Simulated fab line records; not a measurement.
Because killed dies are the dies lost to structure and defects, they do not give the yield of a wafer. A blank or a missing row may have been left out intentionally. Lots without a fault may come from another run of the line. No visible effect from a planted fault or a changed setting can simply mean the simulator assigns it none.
fab line records ; flow n5Finfet
record lots=6; wafers=18; lastDay=16
route steps=1938 shown HKMG_FIN@445 BEOL_M4@1111
lots untouched by any fault: they come from a run of this same line in which no faults occurred
startH: the number of hours between the record's first day and the start of the first shown wafer of the lot ; waitH: hours elapsed since this lot's preceding step ; " same as the row above ; L1.1+2: several wafers, shown together as one row ; - no value, or no start given ; * or withheld: withheld ; < > ~ a bound
route shown NAME@n: NAME is a module with steps in the file, n the number in the route of the first one ; usual: the fault-free wafers' mean and standard deviation ; same: alike in all rows ; chamber/n: place in a boat ; sites: each site's reading ; _std_site: how widely they spread, as a standard deviation ; _edge_site: inner sites' mean taken away from outer sites' mean ; radiusMm: how far each site lies from the wafer's centre ; mask NAME#n: copy n ; behind: the most recent tool/chamber to have shaped the wafer ; hold: what put the lot on hold/how long, in hours/how the hold closed ; device: transistor that didn't switch, given as n, p or np ; end of line: the same wafers' tests at the end of the route ; a step with no rows: only its recipe ; killed: the dies lost at the first sort to structure and to defects; this is not the yield of the wafer ; map: a wafer's dies, marking killed ones x, the rest . and places with no die _
set.NAME: the run value of the setting; set.NAME@STEP: its run value at that earlier step ; model.NAME: the simulator's own value behind a step, which no gauge read
lots at some steps of the route; a table a step, a row a wafer
services: a tool's chamber out of use, with start hour (startH, from the record's first day; less than 0 if before it), hours out, and reason
## steps
# step N5_HKMG_FIN_STRIP_89
# recipe chemistry=N2/H2; material=SOC; timeS=20; powerW=500; tempC=40; pressureMtorr=50; rfFrequencyHz=6e+07; biasPowerW=8; h2Frac=0.5; n2FlowSccm=300; h2FlowSccm=300
# usual chamberPressureMTorr=50.00/0.047; drypumpMotorCurrentA=5.8/0.44; h2FlowSccm=300.0/0.85; oesProductAu=0.77/0.06; rfVppV=54.3/0.88; showerheadPlenumPTorr=3.37/0.071; tempC=40.01/0.1; throttleValvePct=18.99/0.28
lot.wafer;tool;chamber;startH;waitH;chamberPressureMTorr;drypumpMotorCurrentA;h2FlowSccm;oesProductAu;rfHoursCounterH;rfVppV;showerheadPlenumPTorr;tempC;throttleValvePct
L454.1;rieDiel-02;3;83.33;0.0;50.07;5.2;298.7;0.73;160;53.6;3.35;40.24;18.64
L454.3;rieDiel-02;1;83.33;0.0;50.09;5.9;300.9;0.81;122;55.3;3.35;39.93;18.66
L454.4;rieDiel-02;0;83.33;0.0;49.93;6.2;300.6;0.69;248;55.3;3.44;39.86;18.93
L455.3;rieDiel-02;1;87.87;0.0;50.01;5.9;299.9;0.81;124;55.2;3.35;40.05;18.66
L455.5;rieDiel-02;2;87.87;0.0;50.00;6.7;298.6;0.78;-;56.4;3.50;39.96;19.39
L455.6;rieDiel-02;3;87.87;0.0;49.91;5.2;299.1;0.73;-;56.1;3.34;40.09;18.63
L464.1;rieDiel-02;3;147.81;0.0;50.02;5.2;300.9;0.72;184;55.4;3.33;40.04;18.67
L464.5;rieDiel-02;3;147.81;0.0;50.04;5.2;300.3;0.73;-;54.6;3.33;40.00;18.68
L464.6;rieDiel-02;0;147.81;0.0;49.98;6.2;300.2;0.91;-;55.6;3.43;40.02;18.56
L465.2;rieDiel-04;0;151.43;0.0;50.03;5.3;300.8;0.71;195;53.7;3.34;39.81;18.81
L465.4;rieDiel-04;2;151.43;0.0;50.01;6.0;300.7;0.81;-;53.8;3.39;40.20;18.83
L465.6;rieDiel-04;0;151.43;0.0;50.02;5.3;300.7;0.72;-;55.7;3.34;39.88;18.80
L466.2;rieDiel-02;2;157.95;0.0;49.97;6.7;299.7;0.75;167;53.4;3.48;39.88;19.43
L466.3;rieDiel-02;1;157.95;0.0;50.01;5.9;301.1;0.79;150;54.1;3.33;39.95;18.71
L466.4;rieDiel-02;3;157.95;0.0;49.95;5.2;300.7;0.71;187;52.2;3.33;39.97;18.66
L471.1;rieDiel-01;1;187.22;0.0;50.02;6.2;301.5;0.84;76;53.0;3.41;40.02;19.26
L471.3;rieDiel-01;2;187.22;0.0;50.04;5.6;298.9;0.76;110;54.8;3.26;39.98;19.43
L471.6;rieDiel-01;0;187.22;0.0;50.01;5.9;299.2;0.73;-;53.3;3.22;40.05;19.37
# step N5_HKMG_FIN_WET_ETCH_87
# recipe chemistry=SC1; target=TiN; mix=1:2:40; tempC=50; timeS=154.2; targetDepthNm=4.7; dry=ipaMarangoni; rinseTimeS=30; rinseTempC=23
# step N5_HKMG_FIN_STRIP_88
# recipe chemistry=N2/H2; powerW=2500; tempC=300; h2Frac=0.65; timeS=360; pressureMtorr=withheld; n2FlowSccm=1750; h2FlowSccm=3250
# usual drypumpMotorCurrentA=5.29/0.27; h2FlowSccm=3249/8.7; heaterPowerW=497/20; tempC=299.96/0.21
lot.wafer;tool;chamber;startH;waitH;drypumpMotorCurrentA;h2FlowSccm;heaterPowerW;rfHoursCounterH;tempC
L454.1;plasmaAsher-02;0;83.52;0.0;4.96;3249;485;79;299.88
L454.3;plasmaAsher-02;1;83.52;0.0;5.14;3234;523;-;299.59
L454.4;plasmaAsher-02;0;83.52;0.0;4.97;3248;502;-;300.17
L455.3;plasmaAsher-02;1;88.18;0.1;5.15;3251;531;-;300.28
L455.5;plasmaAsher-02;0;88.18;0.1;4.98;3248;496;-;300.25
L455.6;plasmaAsher-02;1;88.18;0.1;5.15;3258;511;-;300.16
L464.1;plasmaAsher-02;0;148.00;0.0;4.98;3236;490;90;299.96
L464.5;plasmaAsher-02;1;148.00;0.0;5.16;3247;517;-;299.90
L464.6;plasmaAsher-02;0;148.00;0.0;4.98;3234;490;-;300.18
L465.2;plasmaAsher-02;1;151.62;0.0;5.14;3260;518;90;299.80
L465.4;plasmaAsher-02;0;151.62;0.0;4.96;3241;500;-;299.94
L465.6;plasmaAsher-02;1;151.62;0.0;5.14;3251;521;-;299.93
L466.2;plasmaAsher-02;1;158.14;0.0;5.15;3262;516;91;299.41
L466.3;plasmaAsher-02;0;158.14;0.0;4.96;3239;495;-;300.42
L466.4;plasmaAsher-02;1;158.14;0.0;5.15;3263;534;-;299.93
L471.1;plasmaAsher-01;0;187.40;0.0;5.47;3259;465;59;300.19
L471.3;plasmaAsher-01;0;187.40;0.0;5.46;3237;472;-;300.12
L471.6;plasmaAsher-01;1;187.40;0.0;5.65;3257;510;-;299.55
# step N5_HKMG_FIN_NWFM_ALD_20
# recipe material=TiAlC; targetThkA=20; tempC=300; aldPrecursorFamily=TiCl4; aldCoReactant=TEA; pulseTimeS=3; purgeTimeS=2; coReactantPurgeTimeS=2; coReactantPulseTimeS=10; aldCycles=7; pressureTorr=3
# step N5_HKMG_FIN_ALD_71
# recipe material=TiN; targetThkA=10; tempC=400; aldPrecursorFamily=TiCl4; aldCoReactant=NH3; pulseTimeS=1; purgeTimeS=3; coReactantPurgeTimeS=2; coReactantPulseTimeS=2; aldCycles=47; pressureTorr=3
# usual aldCycles=47/0; chamberPressureTorr=2.999/0.007; heaterPowerW=943/81; precursorPulseHeightRel=1.000/0.019
lot.wafer;tool;chamber;startH;waitH;aldCycles;chamberPressureTorr;heaterPowerW;precursorPulseHeightRel
L454.1;aldMetal-01;3;84.00;0.0;47;3.010;919;0.993
L454.3;aldMetal-01;1;84.00;0.0;47;3.008;985;1.009
L454.4;aldMetal-01;2;84.00;0.0;47;2.991;925;0.999
L455.3;aldMetal-01;0;88.55;0.0;47;2.995;902;1.016
L455.5;aldMetal-01;0;88.55;0.0;47;3.005;936;1.017
L455.6;aldMetal-01;1;88.55;0.0;47;2.999;967;1.017
L464.1;aldMetal-01;1;148.48;0.0;47;3.005;952;1.028
L464.5;aldMetal-01;2;148.48;0.0;47;2.985;931;0.991
L464.6;aldMetal-01;1;148.48;0.0;47;3.007;965;1.006
L465.2;aldMetal-03;1;152.10;0.0;47;3.007;913;0.989
L465.4;aldMetal-03;3;152.10;0.0;47;3.004;1061;0.973
L465.6;aldMetal-03;0;152.10;0.0;47;2.997;867;1.011
L466.2;aldMetal-01;0;158.62;0.0;47;2.987;913;0.953
L466.3;aldMetal-01;3;158.62;0.0;47;3.004;930;0.986
L466.4;aldMetal-01;2;158.62;0.0;47;3.002;945;1.018
L471.1;aldMetal-03;1;187.89;0.0;47;3.011;887;0.969
L471.3;aldMetal-03;0;187.89;0.0;47;2.999;896;0.999
L471.6;aldMetal-03;1;187.89;0.0;47;3.002;910;1.005
# step N5_HKMG_FIN_COAT_66
# recipe resist=SOC; tempC=250; timeS=60; spinRpm=1500; resistThkNm=300
# step N5_HKMG_FIN_ETCH_67
# recipe chemistry=N2/H2; target=SOC; targetDepthA=3889; stopOn=TiN; ionEnergyEv=100; biasW=61; pressureMtorr=30; sourceW=850; n2FlowSccm=200; h2FlowSccm=200
# step N5_HKMG_FIN_STRIP_90
# recipe chemistry=N2/H2; material=SOC; timeS=20; powerW=500; tempC=40; pressureMtorr=50; rfFrequencyHz=6e+07; biasPowerW=8; h2Frac=0.5; n2FlowSccm=300; h2FlowSccm=300
# usual chamberPressureMTorr=50.00/0.046; drypumpMotorCurrentA=5.8/0.45; h2FlowSccm=300.0/0.96; oesProductAu=0.78/0.065; rfVppV=54.3/0.85; showerheadPlenumPTorr=3.38/0.064; tempC=40.00/0.11; throttleValvePct=18.94/0.29
lot.wafer;tool;chamber;startH;waitH;chamberPressureMTorr;drypumpMotorCurrentA;h2FlowSccm;oesProductAu;rfHoursCounterH;rfVppV;showerheadPlenumPTorr;tempC;throttleValvePct
L454.1;rieDiel-04;3;84.40;0.0;49.99;5.6;299.3;0.71;221;53.7;3.44;39.91;18.70
L454.3;rieDiel-04;0;84.40;0.0;50.00;5.3;300.1;0.76;170;53.5;3.36;39.86;18.77
L454.4;rieDiel-04;1;84.40;0.0;50.02;5.6;299.3;0.87;49;54.9;3.42;39.98;19.05
L455.3;rieDiel-04;2;88.95;0.0;49.91;6.0;300.0;0.83;63;55.4;3.40;39.97;18.81
L455.5;rieDiel-04;2;88.95;0.0;50.00;6.0;301.0;0.83;-;52.8;3.40;40.05;18.80
L455.6;rieDiel-04;1;88.95;0.0;49.98;5.5;299.1;0.88;-;54.9;3.42;40.08;19.06
L464.1;rieDiel-04;0;148.88;0.0;50.07;5.3;301.1;0.72;194;54.1;3.34;40.01;18.81
L464.5;rieDiel-04;1;148.88;0.0;49.97;5.6;300.1;0.84;-;55.4;3.40;40.03;19.10
L464.6;rieDiel-04;0;148.88;0.0;49.99;5.3;301.3;0.72;-;54.5;3.34;40.11;18.80
L465.2;rieDiel-04;1;152.50;0.0;49.98;5.6;297.8;0.84;75;54.3;3.40;40.08;19.10
L465.4;rieDiel-04;1;152.50;0.0;49.95;5.6;299.7;0.85;-;56.7;3.40;39.96;19.12
L465.6;rieDiel-04;2;152.50;0.0;50.00;6.0;300.7;0.81;-;54.6;3.39;40.18;18.86
L466.2;rieDiel-01;1;159.02;0.0;49.97;6.2;300.9;0.85;66;54.4;3.42;40.01;19.24
L466.3;rieDiel-01;2;159.02;0.0;50.00;5.6;299.9;0.78;100;54.0;3.26;40.06;19.43
L466.4;rieDiel-01;0;159.02;0.0;50.06;5.9;300.7;0.74;163;53.5;3.22;40.24;19.35
L471.1;rieDiel-04;0;188.29;0.0;49.99;5.3;299.3;0.72;211;53.7;3.33;40.11;18.84
L471.3;rieDiel-04;1;188.29;0.0;50.08;5.6;299.4;0.81;89;55.2;3.39;39.88;19.13
L471.6;rieDiel-04;0;188.29;0.0;50.04;5.3;300.6;0.71;-;53.7;3.33;40.13;18.83
# step N5_HKMG_FIN_WET_ETCH_73
# recipe chemistry=SC1; mix=1:2:40; tempC=50; timeS=42.3; targetDepthNm=1.3; dry=ipaMarangoni; rinseTimeS=30; rinseTempC=23
# step N5_HKMG_FIN_ETCHBACK_68
# recipe chemistry=Cl2/Ar; stopOn=HfO2; targetDepthA=5; pressureMtorr=10; icpW=600; biasW=60; Cl2_flow_sccm=40; Ar_flow_sccm=60
# step N5_HKMG_FIN_STRIP_69
# recipe chemistry=N2/H2; powerW=2500; tempC=300; h2Frac=0.65; timeS=360; pressureMtorr=withheld; n2FlowSccm=1750; h2FlowSccm=3250
# step N5_HKMG_FIN_ALD_21
# recipe material=TiN; targetThkA=15; tempC=400; aldPrecursorFamily=TiCl4; aldCoReactant=NH3; pulseTimeS=1; purgeTimeS=3; coReactantPurgeTimeS=2; coReactantPulseTimeS=2; aldCycles=68; pressureTorr=3
# step N5_HKMG_FIN_ALD_72
# recipe material=W; targetThkA=20; tempC=300; pressureTorr=7.5; aldPrecursorFamily=WF6; aldCoReactant=B2H6; pulseTimeS=1; purgeTimeS=2; coReactantPurgeTimeS=2; coReactantPulseTimeS=3; aldCycles=7
# usual aldCycles=7/0; chamberPressureTorr=7.500/0.016; heaterPowerW=486/25; precursorPulseHeightRel=0.997/0.02
lot.wafer;tool;chamber;startH;waitH;aldCycles;chamberPressureTorr;heaterPowerW;precursorPulseHeightRel;model.W_of_HKMG_FIN_ALD_72.thkNm
L454.1;cvdW-02;0;85.45;0.2;7;7.472;510;1.017;2
L454.3;cvdW-02;1;85.45;0.2;7;7.534;429;1.003;2
L454.4;cvdW-02;0;85.45;0.2;7;7.491;514;1.022;2
L455.3;cvdW-01;1;90.01;0.2;7;7.491;491;1.013;2
L455.5;cvdW-01;1;90.01;0.2;7;7.507;493;0.983;2
L455.6;cvdW-01;0;90.01;0.2;7;7.497;470;0.991;2
L464.1;cvdW-02;1;150.05;0.2;7;7.511;423;1.007;2
L464.5;cvdW-02;0;150.05;0.2;7;7.509;511;0.997;2.2
L464.6;cvdW-02;1;150.05;0.2;7;7.493;433;1.000;2
L465.2;cvdW-01;0;153.54;0.2;5;7.511;495;1.001;1.6
L465.4;cvdW-01;0;153.54;0.2;7;7.510;486;0.961;2.2
L465.6;cvdW-01;1;153.54;0.2;7;7.488;506;1.012;2.2
L466.2;cvdW-01;1;160.07;0.2;5;7.501;494;0.937;1.4
L466.3;cvdW-01;1;160.07;0.2;5;7.508;492;0.983;1.6
L466.4;cvdW-01;0;160.07;0.2;7;7.496;470;0.976;2.2
L471.1;cvdW-02;0;189.33;0.2;7;7.489;517;0.994;2
L471.3;cvdW-02;0;189.33;0.2;7;7.495;509;1.027;2
L471.6;cvdW-02;0;189.33;0.2;7;7.516;513;1.013;2
# step N5_HKMG_FIN_W_FILL_22
# recipe material=W; targetThkA=600; tempC=400; pressureTorr=39.4; timeS=18.2
# usual chamberPressureTorr=39.40/0.088; heaterPowerW=868/48; throttleValvePct=19.49/0.27
lot.wafer;tool;chamber;startH;waitH;chamberPressureTorr;heaterPowerW;throttleValvePct
L454.1;cvdW-02;0;85.51;0.0;39.26;935;19.10
L454.3;cvdW-02;1;85.51;0.0;39.30;752;19.32
L454.4;cvdW-02;0;85.51;0.0;39.37;908;19.07
L455.3;cvdW-01;1;90.06;0.0;39.47;884;19.52
L455.5;cvdW-01;1;90.06;0.0;39.47;898;19.57
L455.6;cvdW-01;0;90.06;0.0;39.55;862;19.15
L464.1;cvdW-02;1;150.11;0.0;39.47;743;19.03
L464.5;cvdW-02;0;150.11;0.0;39.44;896;19.35
L464.6;cvdW-02;1;150.11;0.0;39.38;771;18.83
L465.2;cvdW-01;0;153.60;0.0;39.55;866;19.43
L465.4;cvdW-01;0;153.60;0.0;39.45;871;19.37
L465.6;cvdW-01;1;153.60;0.0;39.47;889;20.10
L466.2;cvdW-01;1;160.13;0.0;39.52;880;19.85
L466.3;cvdW-01;1;160.13;0.0;39.42;904;19.51
L466.4;cvdW-01;0;160.13;0.0;39.38;860;19.32
L471.1;cvdW-02;0;189.46;0.1;39.59;909;19.54
L471.3;cvdW-02;0;189.46;0.1;39.55;926;19.67
L471.6;cvdW-02;0;189.46;0.1;39.48;916;19.57
# step N5_BEOL_M4_RC_MEAS_101
# usual DIBL_N=36.1/1.6; DIBL_P=35.8/2.1; IOFF_N=0.16/0.031; IOFF_P=0.21/0.034; ION_N=673/12; ION_P=461/7.2; SS_N=71.4/0.59; SS_P=73.3/0.63; VT_N=250/3.1; VT_P=-250/3.3
lot.wafer;tool;chamber;startH;waitH;DIBL_N[mV/V];DIBL_P[mV/V];IOFF_N[nA/um];IOFF_P[nA/um];ION_N[uA/um];ION_P[uA/um];SS_N[mV/dec];SS_P[mV/dec];VT_N[mV];VT_P[mV]
L454.1;prober-01;0;175.36;0.0;37.0;37.4;0.18;0.23;677;466;71.5;73.3;248;-248
L454.3;prober-01;0;175.36;0.0;40.3;41.5;0.26;0.31;702;479;73.1;74.3;244;-245
L454.4;prober-01;0;175.36;0.0;34.9;34.2;0.13;0.17;660;455;71.8;72.4;253;-251
L455.3;prober-02;0;186.35;0.3;35.4;35.2;0.12;0.18;651;460;71.8;73.1;252;-251
L455.5;prober-02;0;186.35;0.3;34.6;33.7;0.12;0.16;666;452;70.6;72.8;254;-255
L455.6;prober-02;0;186.35;0.3;36.8;36.7;0.15;0.20;675;462;72.1;73.5;250;-250
L464.1;prober-01;0;246.05;0.0;35.5;36.0;0.16;0.21;678;464;71.0;72.8;249;-250
L464.5;prober-01;0;246.05;0.0;35.3;35.9;0.16;0.21;677;470;70.7;73.3;248;-251
L464.6;prober-01;0;246.05;0.0;33.9;34.3;0.13;0.19;677;466;70.7;73.5;251;-250
L465.2;prober-01;0;250.93;0.2;34.7;33.3;0.13;0.17;663;451;71.2;72.7;251;-255
L465.4;prober-01;0;250.93;0.2;33.9;32.5;0.13;0.16;677;461;70.8;72.7;249;-252
L465.6;prober-01;0;250.93;0.2;35.7;35.2;0.16;0.21;687;476;71.6;73.3;248;-249
L466.2;prober-01;0;255.70;0.2;34.0;33.6;0.12;0.19;673;459;71.1;72.6;253;-250
L466.3;prober-01;0;255.70;0.2;35.0;33.9;0.13;0.18;673;460;70.8;73.0;252;-254
L466.4;prober-01;0;255.70;0.2;35.4;35.4;0.14;0.22;673;466;71.7;73.9;251;-248
L471.1;prober-01;0;280.84;0.0;39.6;40.8;0.21;0.29;676;466;72.4;75.0;243;-247
L471.3;prober-01;0;280.84;0.0;37.1;36.2;0.16;0.20;670;458;71.8;72.8;249;-250
L471.6;prober-01;0;280.84;0.0;37.7;38.0;0.19;0.22;682;460;72.4;73.3;250;-247
## services
tool;chamber;startH;hours;kind
rieDiel-02;1;60.94;12.0;repair
rieDiel-01;1;68.06;6.8;repair
plasmaAsher-01;-;81.45;1.4;repair
rieDiel-02;0;91.12;-;clean
rieDiel-02;0;91.12;-;consumableReplace:focusRing
rieDiel-02;0;91.12;16.2;scheduledDown
rieDiel-02;0;91.12;16.2;ventCycle
rieDiel-01;1;98.46;4.6;repair
aldMetal-01;-;119.87;6.0;pm
cvdW-02;0;120.33;5.9;repair
plasmaAsher-01;-;131.10;4.4;repair
cvdW-01;0;138.05;2.5;repair
aldMetal-03;-;143.59;0.7;repair
rieDiel-04;3;149.90;3.7;repair
cvdW-01;0;160.25;3.6;repair
rieDiel-02;2;165.11;1.6;repair
rieDiel-02;1;169.68;5.5;repair
rieDiel-04;3;174.05;-;clean
rieDiel-04;3;174.05;-;consumableReplace:focusRing
rieDiel-04;3;174.05;32.0;scheduledDown
rieDiel-04;3;174.05;32.0;ventCycle
rieDiel-02;-;176.27;14.6;pm
plasmaAsher-01;-;177.47;2.0;repair
cvdW-02;1;184.36;27.5;repair
## key
firstSign step=N5_HKMG_FIN_ALD_72; reading=aldCycles; direction=down; sigmas=99+; usual=*; struck=*
effect none on later readings
modelEffect step=N5_HKMG_FIN_ALD_72; value=W_of_HKMG_FIN_ALD_72.thkNm; without=2.067; struck=1.533
metAt N5_HKMG_FIN_ALD_72
struckWafers L465.2,L466.2,L466.3
onsetBetween 90.01 153.54
fault kind=processParameterDrift; tool=cvdW-01; chamber=-; onsetH=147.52; steps=N5_HKMG_FIN_ALD_72; channel=aldCycles; offset=*; shape=step; endH=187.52; scope=struckWafersOnly; stated=*
